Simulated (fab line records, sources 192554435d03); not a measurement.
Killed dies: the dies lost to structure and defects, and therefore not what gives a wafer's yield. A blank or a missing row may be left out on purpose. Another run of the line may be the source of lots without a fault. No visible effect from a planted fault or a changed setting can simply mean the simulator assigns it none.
Split-lot experiment / flow n5_finfet / 21 wafers read from 7 lots, route of 1938 steps

== THE SPLIT ==
At N5_BEOL_M7_TRENCH_ETCH_37 (etches SiCOH lowk in C4F6/O2, target depth 93.478 nm, time 31.2 s), the setting time_s was moved away from the recipe's 31.2 s on 6 of the 21 wafers read, by -19.1% to +10.3%. The other wafers ran this setting at the recipe's value.

== FROM THE SPLIT TO THE READING: what the file shows between them, 11 steps ==
- N5_BEOL_M7_ETCH_41: etches SiCN in CH3F/O2, target depth 31.9 nm, time 57.8 s
- N5_BEOL_M7_STRIP_80: strips in N2/H2, time 10 s
- N5_BEOL_M7_OCD_MEAS_38
- N5_BEOL_M7_HM_STRIP_39: strips TiN in peroxide tin strip, target depth 25 nm, time 158 s
- N5_BEOL_M7_SRD_40: time 30 s
- N5_BEOL_M7_ECD_50: material Cu, target thk 300 nm
- N5_BEOL_M7_ANNEAL_51: time 90 s
- N5_BEOL_M7_CMP_52: polishes, stops on SiCOH lowk, t overpolish 6.9 s, target thk 80 nm
- N5_BEOL_M7_THK_MEAS_53: measures by xrf
- N5_BEOL_M7_PRE_CLEAN_55: time 15 s
- N5_BEOL_M7_DEP_56: deposits SiCN from 3MS/NH3, target thk 10 nm, time 17.5 s

== THE READING ==
Measured at N5_BEOL_M7_RS_MEAS_57 by four-point probe: M7_RS, in ohm/sq. On this fab line, fault-free wafers typically give 0.287 ohm/sq with a standard deviation of 0.0098 ohm/sq.

wafer=L076.3; tool, chamber at the split=rie_diel-03, 0; time_s as run, s=31.2; against the recipe=recipe; M7_RS, ohm/sq=0.283; against lot-mates on the recipe=-
wafer=L076.4; tool, chamber at the split=rie_diel-03, 2,3; time_s as run, s=31.2; against the recipe=recipe; M7_RS, ohm/sq=0.289; against lot-mates on the recipe=-
wafer=L076.5; tool, chamber at the split=rie_diel-03, 2,3; time_s as run, s=31.2; against the recipe=recipe; M7_RS, ohm/sq=0.292; against lot-mates on the recipe=-
wafer=L079.1; tool, chamber at the split=rie_diel-03, 2; time_s as run, s=25.57; against the recipe=-18.0%; M7_RS, ohm/sq=0.372; against lot-mates on the recipe=+0.072
wafer=L079.5; tool, chamber at the split=rie_diel-03, 2; time_s as run, s=25.57; against the recipe=-18.0%; M7_RS, ohm/sq=0.384; against lot-mates on the recipe=+0.084
wafer=L079.6; tool, chamber at the split=rie_diel-03, 1; time_s as run, s=31.2; against the recipe=recipe; M7_RS, ohm/sq=0.300; against lot-mates on the recipe=-
wafer=L085.1; tool, chamber at the split=rie_diel-03, 3; time_s as run, s=31.2; against the recipe=recipe; M7_RS, ohm/sq=0.289; against lot-mates on the recipe=-
wafer=L085.3; tool, chamber at the split=rie_diel-03, 1; time_s as run, s=25.23; against the recipe=-19.1%; M7_RS, ohm/sq=0.420; against lot-mates on the recipe=+0.131
wafer=L085.5; tool, chamber at the split=rie_diel-03, 0; time_s as run, s=25.23; against the recipe=-19.1%; M7_RS, ohm/sq=0.382; against lot-mates on the recipe=+0.093
wafer=L086.1; tool, chamber at the split=rie_diel-03, 1; time_s as run, s=31.2; against the recipe=recipe; M7_RS, ohm/sq=0.311; against lot-mates on the recipe=-
wafer=L086.2; tool, chamber at the split=rie_diel-03, 2; time_s as run, s=34.42; against the recipe=+10.3%; M7_RS, ohm/sq=0.254; against lot-mates on the recipe=-0.057
wafer=L086.3; tool, chamber at the split=rie_diel-03, 3; time_s as run, s=34.42; against the recipe=+10.3%; M7_RS, ohm/sq=0.251; against lot-mates on the recipe=-0.060
wafer=L087.3; tool, chamber at the split=rie_diel-05, 1; time_s as run, s=31.2; against the recipe=recipe; M7_RS, ohm/sq=0.282; against lot-mates on the recipe=-
wafer=L087.4; tool, chamber at the split=rie_diel-05, 0; time_s as run, s=31.2; against the recipe=recipe; M7_RS, ohm/sq=0.277; against lot-mates on the recipe=-
wafer=L087.5; tool, chamber at the split=rie_diel-05, 2; time_s as run, s=31.2; against the recipe=recipe; M7_RS, ohm/sq=0.289; against lot-mates on the recipe=-
wafer=L089.1; tool, chamber at the split=rie_diel-06, 3; time_s as run, s=31.2; against the recipe=recipe; M7_RS, ohm/sq=0.285; against lot-mates on the recipe=-
wafer=L089.4; tool, chamber at the split=rie_diel-06, 0; time_s as run, s=31.2; against the recipe=recipe; M7_RS, ohm/sq=0.301; against lot-mates on the recipe=-
wafer=L089.5; tool, chamber at the split=rie_diel-06, 2; time_s as run, s=31.2; against the recipe=recipe; M7_RS, ohm/sq=0.283; against lot-mates on the recipe=-
wafer=L088.3; tool, chamber at the split=rie_diel-06, 2; time_s as run, s=31.2; against the recipe=recipe; M7_RS, ohm/sq=0.275; against lot-mates on the recipe=-
wafer=L088.4; tool, chamber at the split=rie_diel-06, 1; time_s as run, s=31.2; against the recipe=recipe; M7_RS, ohm/sq=0.293; against lot-mates on the recipe=-
wafer=L088.5; tool, chamber at the split=rie_diel-06, 1; time_s as run, s=31.2; against the recipe=recipe; M7_RS, ohm/sq=0.292; against lot-mates on the recipe=-
When a row names more than one chamber, that row covers several wafers, and the file does not tell which wafer ran in which chamber.

THE FIT
A straight line over all 21 wafers: M7_RS changes by -0.00507 ohm/sq for each +1% of time_s; r = -0.96; the points scatter about the line by 0.012 ohm/sq.
The same after taking each lot's own level away (the mean of its wafers on the recipe; 21 wafers): -0.00523 ohm/sq for each +1%; r = -0.97; scatter 0.011 ohm/sq.
That fit puts the effect of the largest move of time_s on the reading at 0.1 ohm/sq.
Across the lots, their own levels run from 0.2827 to 0.3110 ohm/sq, a range of 2.9 times the standard deviation given above.
So the lot-to-lot level changes the slope little: the two slopes agree.
Check: +0.0895 ohm/sq against its lot-mates is what the line predicts for one of the wafers moved furthest among these (-19.1%) when that wafer is left out of the fit. Against them it came out at +0.131 ohm/sq.

== THE WHOLE CHAIN: every reading that the file lists as answering this split, in the file's order ==
step=N5_BEOL_M7_TRENCH_ETCH_37; what it does=etches SiCOH lowk in C4F6/O2, target depth 93.478 nm, time 31.2 s; reading=BEOL_M7.feature_depth_nm (the simulator's own value, which no gauge read); change (the file's fit)=+0.924 nm for each +1% of the setting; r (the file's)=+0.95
step=N5_BEOL_M7_TRENCH_ETCH_37; what it does=etches SiCOH lowk in C4F6/O2, target depth 93.478 nm, time 31.2 s; reading=etch.depth_nm (the simulator's own value, which no gauge read); change (the file's fit)=+0.922 nm for each +1% of the setting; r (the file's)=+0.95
step=N5_BEOL_M7_OCD_MEAS_38; what it does=; reading=trench_depth_nm; change (the file's fit)=+0.921 nm for each +1% of the setting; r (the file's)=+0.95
step=N5_BEOL_M7_CMP_52; what it does=polishes, stops on SiCOH lowk, t overpolish 6.9 s, target thk 80 nm; reading=Cu_of_BEOL_M7_ECD_50.thk_nm (the simulator's own value, which no gauge read); change (the file's fit)=+0.946 nm for each +1% of the setting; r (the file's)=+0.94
step=N5_BEOL_M7_THK_MEAS_53; what it does=measures by xrf; reading=M7_THK; change (the file's fit)=+0.936 for each +1% of the setting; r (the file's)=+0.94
step=N5_BEOL_M7_RS_MEAS_57; what it does=measures by four-point-probe; reading=M7_RS; change (the file's fit)=-0.0052 for each +1% of the setting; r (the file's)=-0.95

== THE FILE'S OWN FIT ==
M7_RS changes by -0.0052 ohm/sq for each +1% of time_s, r = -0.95.
